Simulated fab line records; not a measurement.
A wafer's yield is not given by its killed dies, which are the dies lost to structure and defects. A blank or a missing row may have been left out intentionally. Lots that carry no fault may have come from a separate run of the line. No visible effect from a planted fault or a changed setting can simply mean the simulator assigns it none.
fab line records	flow nandHarc
[record] lots = 6	wafers = 16	lastDay = 24
route steps=1159 shown A_STAIRCASE@615 END@1159
lots that met no fault: taken from a fault-free run of the same line
startH: start of the lot's first displayed wafer, in hours after the record's first day	waitH: hours from the lot's prior step to this one	" identical to the entry in the row above	L1.1+2: several wafers, shown together as one row	- no value present, or no start provided	* or withheld: withheld	< > ~ a bound
route shown NAME@n: a module of which the file shows steps, and the number in the route of the first	usual: mean and standard deviation over wafers with no fault	same: alike in all rows	chamber/n: place in a boat	sites: readings site by site	_std_site: standard deviation across them	_edge_site: inner sites' mean taken away from outer sites' mean	radiusMm: how far each site lies from the wafer's centre	mask NAME#n: copy n	behind: tool/chamber where the wafer was last shaped	hold: the reason the lot was held/the length of the hold in hours/how it ended	device: transistor that didn't switch, given as n, p or np	end of line: tests run on the same wafers once the route is complete	a step given without rows: its recipe and nothing more	killed: dies that structure and defects cost at the first sort, which is not the same as the wafer's yield	map: dies across one wafer; x = killed, . = not, _ = none there
set.NAME: the setting the step ran with; set.NAME@STEP: the setting that earlier step ran with	model.NAME: the simulator's own value behind a step, which no gauge read
lots seen at some steps along the route; tables by step, rows by wafer
services: from which hour (startH, from the record's first day; less than 0 if before it) a tool's chamber was out of use, for how many hours, and why
[[steps]]
[step NHARC_A_STAIRCASE_ETCH_221]
[recipe] targetDepthA = 1000	timeS = 40.5	ionEnergyEv = 400	c4f8FlowSccm = 20	o2FlowSccm = 10	arFlowSccm = withheld	rfW = 600	biasW = 1000	chemistry = C4F8/O2
[usual] oesProductAu = 0.937/0.016	rfVppV = 894/5.5
lot.wafer	tool	chamber	startH	waitH	oesProductAu	rfHoursCounterH	rfVppV
L390.1	rieDiel-13	1	-	-	0.921	44	893
L390.3	"	2	"	"	0.918	42	894
L390.5	"	2	"	"	0.919	-	894
L397.2	rieDiel-05	0	-	-	0.918	45	889
L397.6	"	1	"	"	0.946	-	903
L399.4	rieDiel-13	0	-	-	0.972	5	890
L399.1	"	1	"	"	0.934	5	892
L403.2	rieDiel-08	0	-	-	0.926	5	889
L403.3	"	1	"	"	0.946	5	890
L403.5	"	3	"	"	0.940	-	887
L402.3	rieDiel-08	3	-	-	0.943	6	886
L402.4	"	2	"	"	0.905	6	889
L402.5	"	0	"	"	0.927	-	891
L413.4	rieDiel-13	3	-	-	0.960	39	905
L413.2	"	0	"	"	0.969	31	890
L413.3	"	1	"	"	0.929	39	892
[step NHARC_A_STAIRCASE_TRIM_222]
[recipe] timeS = 211.2	o2FlowSccm = 500	arFlowSccm = 0	biasW = 0	chemistry = O2
[step NHARC_A_STAIRCASE_ETCH_223]
[recipe] targetDepthA = 1000	timeS = 40.5	ionEnergyEv = 400	c4f8FlowSccm = 20	o2FlowSccm = 10	arFlowSccm = withheld	rfW = 600	biasW = 1000	chemistry = C4F8/O2
[usual] oesProductAu = 0.936/0.015	rfVppV = 893/5.3
lot.wafer	tool	chamber	startH	waitH	oesProductAu	rfHoursCounterH	rfVppV
L390.3	rieDiel-13	0	-	-	0.937	46	890
L390.1	"	3	"	"	0.930	44	906
L390.5	"	0	"	"	0.939	-	890
L397.2	rieDiel-05	3	-	-	0.956	39	893
L397.6	"	1	"	"	0.935	-	902
L399.1	rieDiel-13	1	-	-	0.931	5	893
L399.4	"	0	"	"	0.963	5	889
L403.3	rieDiel-08	2	-	-	0.912	4	890
L403.2	"	0	"	"	0.934	5	891
L403.5	"	1	"	"	0.946	-	889
L402.3	rieDiel-08	2	-	-	0.924	6	890
L402.4	"	0	"	"	0.923	7	889
L402.5	"	1	"	"	0.952	-	887
L413.4	rieDiel-13	3	-	-	0.947	39	904
L413.3	"	0	"	"	0.947	31	889
L413.2	"	2	"	"	0.928	41	891
[step NHARC_A_STAIRCASE_TRIM_224]
[recipe] timeS = 211.2	o2FlowSccm = 500	arFlowSccm = 0	biasW = 0	chemistry = O2
[step NHARC_A_STAIRCASE_ETCH_225]
[recipe] targetDepthA = 1000	timeS = 40.5	ionEnergyEv = 400	c4f8FlowSccm = 20	o2FlowSccm = 10	arFlowSccm = withheld	rfW = 600	biasW = 1000	chemistry = C4F8/O2
[usual] oesProductAu = 0.940/0.014	rfVppV = 893/5.3
lot.wafer	tool	chamber	startH	waitH	oesProductAu	rfHoursCounterH	rfVppV
L390.1	rieDiel-13	3	-	-	0.935	45	905
L390.3	"	0	"	"	0.944	46	891
L390.5	"	0	"	"	0.937	-	889
L397.2	rieDiel-05	1	-	-	0.943	47	903
L397.6	"	1	"	"	0.940	-	902
L399.4	rieDiel-13	2	-	-	0.934	5	894
L399.1	"	3	"	"	0.932	5	905
L403.2	rieDiel-08	0	-	-	0.929	6	891
L403.3	"	2	"	"	0.921	5	889
L403.5	"	1	"	"	0.952	-	887
L402.3	rieDiel-08	3	-	-	0.943	7	888
L402.4	"	0	"	"	0.950	7	891
L402.5	"	3	"	"	0.941	-	887
L413.4	rieDiel-13	3	-	-	0.947	39	903
L413.2	"	0	"	"	0.953	32	888
L413.3	"	2	"	"	0.927	41	894
[step NHARC_A_STAIRCASE_TRIM_226]
[recipe] timeS = 211.2	o2FlowSccm = 500	arFlowSccm = 0	biasW = 0	chemistry = O2
[usual] drypumpMotorCurrentA = 5.7/0.5	o2FlowSccm = 500.1/1.5	oesProductAu = 0.997/0.012	rfVppV = 57.7/0.87	showerheadPlenumPTorr = 3.47/0.15	throttleValvePct = 17.036/0.0091
lot.wafer	tool	chamber	startH	waitH	drypumpMotorCurrentA	o2FlowSccm	oesProductAu	rfHoursCounterH	rfVppV	showerheadPlenumPTorr	throttleValvePct
L390.1	rieDiel-13	2	-	-	5.0	502.2	1.002	43	57.3	3.47	17.040
L390.3	"	3	"	"	6.2	500.1	0.985	45	58.0	3.78	17.041
L390.5	"	1	"	"	6.0	500.2	0.986	-	56.3	3.45	17.031
L397.2	rieDiel-05	3	-	-	5.8	498.3	0.997	39	59.1	3.42	17.040
L397.6	"	0	"	"	5.4	500.1	0.984	-	58.8	3.39	17.039
L399.1	rieDiel-13	3	-	-	6.2	501.0	0.993	5	58.4	3.77	17.043
L399.4	"	1	"	"	6.1	501.0	0.981	5	57.6	3.44	17.045
L403.3	rieDiel-08	2	-	-	5.0	498.9	0.976	5	57.0	3.35	17.055
L403.2	"	3	"	"	5.4	499.7	1.004	5	56.9	3.29	17.028
L403.5	"	2	"	"	5.0	501.9	0.986	-	56.5	3.35	17.045
L402.4	rieDiel-08	0	-	-	5.4	500.6	0.992	7	57.5	3.37	17.036
L402.3	"	1	"	"	6.0	497.7	1.011	7	57.2	3.32	17.025
L402.5	"	3	"	"	5.3	499.9	1.017	-	57.6	3.29	17.037
L413.4	rieDiel-13	3	-	-	6.2	499.9	1.002	39	58.2	3.75	17.036
L413.2	"	0	"	"	6.2	499.5	1.005	32	57.8	3.34	17.040
L413.3	"	2	"	"	5.0	499.7	0.979	41	58.0	3.44	17.031
[step NHARC_A_STAIRCASE_ETCH_227]
[recipe] targetDepthA = 1000	timeS = 40.5	ionEnergyEv = 400	c4f8FlowSccm = 20	o2FlowSccm = 10	arFlowSccm = withheld	rfW = 600	biasW = 1000	chemistry = C4F8/O2
[step NHARC_A_STAIRCASE_TRIM_229]
[recipe] timeS = 211.2	o2FlowSccm = 500	arFlowSccm = 0	biasW = 0	chemistry = O2
[step NHARC_A_STAIRCASE_ETCH_230]
[recipe] targetDepthA = 1000	timeS = 40.5	ionEnergyEv = 400	c4f8FlowSccm = 20	o2FlowSccm = 10	arFlowSccm = withheld	rfW = 600	biasW = 1000	chemistry = C4F8/O2
[usual] oesProductAu = 0.944/0.017	rfVppV = 893/5.4
lot.wafer	tool	chamber	startH	waitH	oesProductAu	rfHoursCounterH	rfVppV
L390.1	rieDiel-08	2	-	-	0.939	40	890
L390.3	"	0	"	"	0.988	39	892
L390.5	"	1	"	"	0.980	-	889
L397.2	rieDiel-13	0	-	-	0.961	3	889
L397.6	"	3	"	"	0.948	-	904
L399.4	rieDiel-13	3	-	-	0.944	5	904
L399.1	"	1	"	"	0.926	5	894
L403.3	rieDiel-08	2	-	-	0.914	5	890
L403.2	"	3	"	"	0.939	6	886
L403.5	"	2	"	"	0.914	-	888
L402.4	rieDiel-08	0	-	-	0.935	7	890
L402.3	"	3	"	"	0.955	7	888
L402.5	"	0	"	"	0.934	-	889
L413.4	rieDiel-13	3	-	-	0.947	39	904
L413.3	"	1	"	"	0.919	40	893
L413.2	"	2	"	"	0.920	41	895
[step NHARC_A_STAIRCASE_TRIM_231]
[recipe] timeS = 211.2	o2FlowSccm = 500	arFlowSccm = 0	biasW = 0	chemistry = O2
[step NHARC_A_STAIRCASE_ETCH_232]
[recipe] targetDepthA = 1000	timeS = 40.5	ionEnergyEv = 400	c4f8FlowSccm = 20	o2FlowSccm = 10	arFlowSccm = withheld	rfW = 600	biasW = 1000	chemistry = C4F8/O2
[step NHARC_A_STAIRCASE_TRIM_233]
[recipe] timeS = 211.2	o2FlowSccm = 500	arFlowSccm = 0	biasW = 0	chemistry = O2
[usual] drypumpMotorCurrentA = 5.7/0.49	o2FlowSccm = 499.9/1.4	oesProductAu = 0.998/0.015	rfVppV = 57.6/0.9	showerheadPlenumPTorr = 3.45/0.14	throttleValvePct = 17.035/0.0093
lot.wafer	tool	chamber	startH	waitH	drypumpMotorCurrentA	o2FlowSccm	oesProductAu	rfHoursCounterH	rfVppV	showerheadPlenumPTorr	throttleValvePct
L390.3	rieDiel-08	2	242.89	-	5.0	501.6	0.973	40	57.1	3.37	17.021
L390.1	"	3	"	"	5.3	500.6	1.023	41	57.4	3.30	17.038
L390.5	"	1	"	"	6.0	500.4	1.013	-	57.5	3.34	17.020
L397.2	rieDiel-13	2	293.09	-	5.0	499.3	1.205	4	58.7	3.46	17.028
L397.6	"	3	"	"	6.2	503.3	0.994	-	56.6	3.77	17.032
L399.4	rieDiel-13	3	296.14	-	6.2	501.4	0.992	5	59.6	3.77	17.034
L399.1	"	0	"	"	6.2	499.5	1.243	5	57.0	3.35	17.005
L403.2	rieDiel-08	2	324.22	-	5.0	500.8	0.988	6	58.1	3.35	17.038
L403.3	"	1	"	"	6.0	499.7	1.006	6	57.6	3.32	17.032
L403.5	"	2	"	"	5.0	500.6	0.992	-	56.3	3.35	17.037
L402.4	rieDiel-08	2	325.82	-	5.0	499.0	0.991	7	56.5	3.35	17.027
L402.3	"	0	"	"	5.4	498.7	0.997	8	58.4	3.37	17.053
L402.5	"	3	"	"	5.4	500.9	1.024	-	58.1	3.29	17.034
L413.3	rieDiel-13	1	381.99	-	6.0	500.2	0.987	40	58.7	3.42	17.028
L413.2	"	2	"	"	5.0	500.3	0.981	41	58.2	3.44	17.034
L413.4	"	3	"	"	6.1	502.5	0.992	39	58.2	3.75	17.049
[step NHARC_A_STAIRCASE_ETCH_234]
[recipe] targetDepthA = 1000	timeS = 40.5	ionEnergyEv = 400	c4f8FlowSccm = 20	o2FlowSccm = 10	arFlowSccm = withheld	rfW = 600	biasW = 1000	chemistry = C4F8/O2
[step NHARC_END_SORT_01]
[recipe] tempC = 25
[usual] killedAtArray = 27/11	killedAtOther = 0.7/1.1	killedAtPeriphery = 3.6/2.4	killedDies = 32/11	killedOpen = 3.3/1.8	killedShort = 2.1/1.5
[same] grossDies = 677
lot.wafer	tool	chamber	startH	waitH	killedAtArray	killedAtOther	killedAtPeriphery	killedDies	killedOpen	killedShort
L397.2	prober-02	0	495.14	2.8	344	2	5	351	3	0
L399.1	prober-02	0	517.82	2.6	368	0	8	376	2	2
// killed by level:class
L397.2 A_STAIRCASE:areaTrim=318 A_CHANNEL_HOLE_D1:chamberFilmFlake=13 A_SLIT:chamberFilmFlake=6 A_STAIRCASE:chamberFilmFlake=4 P_GATE:chamberFilmFlake=2 A_CONTACT:chamberFilmFlake=2 THIN_TSV:chamberFilmFlake=2 P_GATE:geometricParticle:open=1
L399.1 A_STAIRCASE:areaTrim=335 A_SLIT:chamberFilmFlake=21 A_CHANNEL_HOLE_D1:chamberFilmFlake=9 P_STI:chamberFilmFlake=4 P_M0:geometricParticle:open=1 P_M1:geometricParticle:short=1 P_M2:geometricParticle:short=1 A_ONON_D1:geometricParticle:open=1
// map L397.2 (x killed, . not)
____________.____________
_________xxxxxxx_________
_______xx.xxx.x.xx_______
______xxx..x.xxxx.x______
_____...x...x.xxxxxx_____
____......x...xxxxxxx____
____.x.....xx.xxxxxxx____
___.x...x..x....xxxxxx___
___.x..x..x...x..xxxxx___
__x.......xx....xxxxxxx__
__...x...x...xxxx.xxx.x__
_........x.....xxxxxxxxx_
_..........x.....xxxxxxx_
_..x...............xxxxx_
_x............x.xxxxxxxx_
_x...............xxxxxxx_
..........x....x..xxxxxxx
...............x.xxxxxxxx
xxx......x.x........xxxxx
x.x.......x.....x.xxxxxxx
.xx...............xxxxxxx
_xx...........x.x.xxxxxx_
_xxx....x.....x..xxxxxxx_
_x.x.......x...xxxxxxxxx_
_..x..........xxxxxxxxxx_
_xx.xx.x...xx...xxxxxxxx_
__.xxx....x..x..xxxxxxx__
__..xx.x...xxxxxx.xxxxx__
___.x....x.xxxxxxx.xxx___
___x....x..xxx.xxxxxxx___
____..x..xx...x.xxxxx____
____xxx.x.x...xxxxxxx____
_____xx.x.x.xxxxxxxx_____
______.xxxxxxxxxxxx______
_______xxxx.xxxxxx_______
_________xxxxxxx_________
____________x____________
// map L399.1 (x killed, . not)
____________x____________
_________xxxxxxx_________
_______xxxxxxxxxxx_______
______xxxxxxxxx.xxx______
_____xxxxxxxx.xxxxxx_____
____xxxxx.x..xxxxxxxx____
____xxxx.xxx.xxxxxxxx____
___xx.x.xx.x..x...xxxx___
___xxxxxx..x.......xxx___
__xxxx...........xx.xxx__
__xxx..............xxxx__
_xxxxx...........xxxxxxx_
_xxxxx.xx...........xxxx_
_xxxxxx............xxxxx_
_xxxx.x..............xxx_
_xxxxx...............xxx_
xxxx..xx.............xxxx
xxxx..x.............xxxxx
xxx..x.............xxxxxx
xxxxx.x..x...........xxxx
xxxx.............x.x..xxx
_xxxxx.............xxxxx_
_xx...........x....xxxxx_
_xxx..xx...........xxxxx_
_xxxx............x..xxxx_
_xxxxx.........x...xxxxx_
__xxx.............xxxxx__
__xxxxxx....x..xx.xxxxx__
___xxx..........xxxxxx___
___xxxxxxx..x..x.xxxxx___
____xxxxxx..xxx.xxxxx____
____xxxx.x..x.x..xxxx____
_____xxxxxxxxxxxxxxx_____
______xxxxxxxxxxxxx______
_______xxxxxxxxxxx_______
_________xxxxxxx_________
____________x____________
[[services]]
tool	chamber	startH	hours	kind
rieDiel-08	0	230.90	4.1	repair
rieDiel-13	0	231.10	-	clean
rieDiel-13	1	231.10	-	clean
rieDiel-13	2	231.10	-	clean
rieDiel-13	3	231.10	-	clean
rieDiel-08	2	253.28	3.2	repair
rieDiel-13	0	255.73	-	clean
rieDiel-13	1	255.73	-	clean
rieDiel-13	2	255.73	-	clean
rieDiel-13	3	255.73	-	clean
rieDiel-05	2	273.08	2.7	repair
rieDiel-13	-	276.04	9.0	pm
rieDiel-13	0	276.04	9.0	ventCycle
rieDiel-13	1	276.04	9.0	ventCycle
rieDiel-13	2	276.04	9.0	ventCycle
rieDiel-13	3	276.04	9.0	ventCycle
rieDiel-13	0	285.04	-	clean
rieDiel-13	1	285.04	-	clean
rieDiel-13	2	285.04	-	clean
rieDiel-08	3	287.17	3.8	repair
rieDiel-08	-	301.98	9.0	pm
rieDiel-08	0	328.04	12.9	repair
rieDiel-05	-	340.67	9.0	pm
rieDiel-05	3	358.94	11.9	repair
[[key]]
[firstSign] step = NHARC_A_STAIRCASE_TRIM_233	reading = oesProductAu	direction = up	sigmas = 15	usual = 0.998	struck = 1.224
[effect] step = NHARC_END_SORT_01	reading = killedAtArray	direction = up	sigmas = 30	usual = 27	struck = 356
[moreKillsBornAt] NHARC_A_STAIRCASE_TRIM_233@rieDiel-13 = 653
metAt NHARC_A_STAIRCASE_TRIM_233
struckWafers L397.2,L399.1
testerLeftOut L397,L399
[fault] kind = processParameterDrift	tool = rieDiel-13	chamber = -	onsetH = 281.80	steps = NHARC_A_STAIRCASE_TRIM_233	channel = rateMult	offset = 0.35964	shape = step	endH = 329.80	scope = struckWafersOnly
// testerLeftOut: of these lots the tester's yield and bins aren't shown, on N5 and GAA mostly nor the transistor test; their killed dies are dies lost to structure and defects alone, not to doping, threshold or leakage, so they don't give the yield
